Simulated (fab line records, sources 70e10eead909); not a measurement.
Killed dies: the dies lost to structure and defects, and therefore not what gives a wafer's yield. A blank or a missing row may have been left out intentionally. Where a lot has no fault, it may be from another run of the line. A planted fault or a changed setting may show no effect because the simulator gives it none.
Matching of chambers | flow nandHarc | rieDiel-09 running NHARC_A_STAIRCASE_TRIM_12: 4 sister chambers
The step chemistry O2, time 211.2 s. 16 wafers are shown with their chamber, then 8 later ones without.

== EACH WAFER AND ITS CHAMBER ==
wafer  | chamber | drypumpMotorCurrentA (A) | showerheadPlenumPTorr (Torr) | oesProductAu (a.u.)
L523.2 | 2       | 6.2                      | 3.51                         | 0.996
L523.3 | 1       | 5.8                      | 3.80                         | 1.018
L523.5 | 1       | 5.8                      | 3.80                         | 1.019
L526.3 | 1       | 5.8                      | 3.80                         | 1.018
L526.5 | 0       | 4.9                      | 3.52                         | 1.009
L526.6 | 3       | 6.0                      | 3.28                         | 0.995
L531.2 | 3       | 6.0                      | 3.26                         | 1.003
L531.4 | 1       | 5.8                      | 3.78                         | 1.018
L531.6 | 2       | 6.2                      | 3.49                         | 0.996
L533.2 | 1       | 5.8                      | 3.78                         | 1.008
L533.4 | 3       | 6.0                      | 3.26                         | 0.998
L533.6 | 1       | 5.8                      | 3.78                         | 1.011
L536.1 | 1       | 5.8                      | 3.78                         | 1.020
L536.4 | 0       | 5.0                      | 3.51                         | 0.995
L536.5 | 3       | 6.0                      | 3.81                         | 1.019
L539.2 | 2       | 6.2                      | 3.48                         | 1.001

SIGNATURES, as means of the wafers listed above
reading               | chamber 0 | chamber 1 | chamber 2 | chamber 3 | scatter within a chamber
drypumpMotorCurrentA  | 4.950     | 5.800     | 6.200     | 6.000     | 0.0204
showerheadPlenumPTorr | 3.5150    | 3.7886    | 3.4933    | 3.4025    | 0.136
oesProductAu          | 1.00200   | 1.01600   | 0.99767   | 1.00375   | 0.00697
Rule: distance of a wafer from a chamber = root of the sum over the readings of ((wafer's reading minus chamber's mean) / reading's scatter) squared. The wafer belongs to the nearest chamber; if the next one is less than 2 further off, it can't be placed. The scatter: the root of (the sum of the squares of (reading less its chamber's mean) over the shown wafers, divided by (wafers less chambers)).

== WAFERS WITHOUT THEIR CHAMBER ==
wafer  | drypumpMotorCurrentA (A) | showerheadPlenumPTorr (Torr) | oesProductAu (a.u.)
L539.3 | 6.0                      | 3.80                         | 1.013
L539.6 | 6.0                      | 3.80                         | 1.026
L541.2 | 6.2                      | 3.47                         | 1.012
L541.3 | 4.9                      | 3.50                         | 0.982
L541.6 | 6.2                      | 3.47                         | 0.998
L542.3 | 5.8                      | 3.76                         | 1.019
L542.4 | 4.9                      | 3.49                         | 0.987
L542.5 | 6.0                      | 3.79                         | 1.004

== CHAMBER TAKEN BY EACH ==
wafer  | from the rows above | in truth
L539.3 | 3                   | 3
L539.6 | 3                   | 3
L541.2 | 2                   | 2
L541.3 | 0                   | 0
L541.6 | 2                   | 2
L542.3 | 1                   | 1
L542.4 | 0                   | 0
L542.5 | 3                   | 3
Placed correctly: 8 of 8. Not placeable from these rows: 0. 0 placed wrongly.
